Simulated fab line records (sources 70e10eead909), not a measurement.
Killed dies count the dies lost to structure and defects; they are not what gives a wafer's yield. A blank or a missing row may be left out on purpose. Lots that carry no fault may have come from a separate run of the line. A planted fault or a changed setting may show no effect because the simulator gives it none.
Chamber matching :: flow nand_harc :: NHARC_A_CHANNEL_HOLE_D2_ETCH_38 on rie_diel-01 has 4 sister chambers
The step etches the open film in CF4, target depth 39 nm, time 65 s. 4 wafers are shown with their chamber, then 7 later ones without.

== WAFERS WITH THEIR CHAMBER ==
wafer: L832.4
chamber: 1
showerhead_plenum_p_Torr (Torr): 1.82

wafer: L832.6
chamber: 0
showerhead_plenum_p_Torr (Torr): 1.71

wafer: L837.2
chamber: 3
showerhead_plenum_p_Torr (Torr): 1.75

wafer: L837.4
chamber: 2
showerhead_plenum_p_Torr (Torr): 1.69

== WAFERS WITHOUT THEIR CHAMBER ==
wafer: L837.6
showerhead_plenum_p_Torr (Torr): 1.70

wafer: L838.1
showerhead_plenum_p_Torr (Torr): 1.69

wafer: L838.2
showerhead_plenum_p_Torr (Torr): 1.82

wafer: L838.4
showerhead_plenum_p_Torr (Torr): 1.75

wafer: L839.3
showerhead_plenum_p_Torr (Torr): 1.69

wafer: L839.4
showerhead_plenum_p_Torr (Torr): 1.75

wafer: L839.5
showerhead_plenum_p_Torr (Torr): 1.75

== EACH ONE'S CHAMBER ==
wafer: L837.6
from the rows above: can't be placed: 0 or 2
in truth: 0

wafer: L838.1
from the rows above: 2
in truth: 2

wafer: L838.2
from the rows above: 1
in truth: 1

wafer: L838.4
from the rows above: 3
in truth: 3

wafer: L839.3
from the rows above: 2
in truth: 2

wafer: L839.4
from the rows above: 3
in truth: 3

wafer: L839.5
from the rows above: 3
in truth: 3
Placed correctly: 6 of 7. Not placeable from these rows: 1 (in 1, the candidates include the true chamber). Placed wrongly: 0.
How it was worked out, from the rows above alone: a wafer's distance from a chamber is the root of the sum, over the readings, of the square of ((its reading less the chamber's mean) divided by the reading's scatter). If the next closest chamber is less than 2 further off than the closest, the wafer can't be placed; otherwise it belongs to the closest. A chamber's mean is the mean of its shown wafers. The scatter (one wafer shown for each chamber): square how far every hidden wafer sits from the nearest shown wafer, average those squares and take the square root.
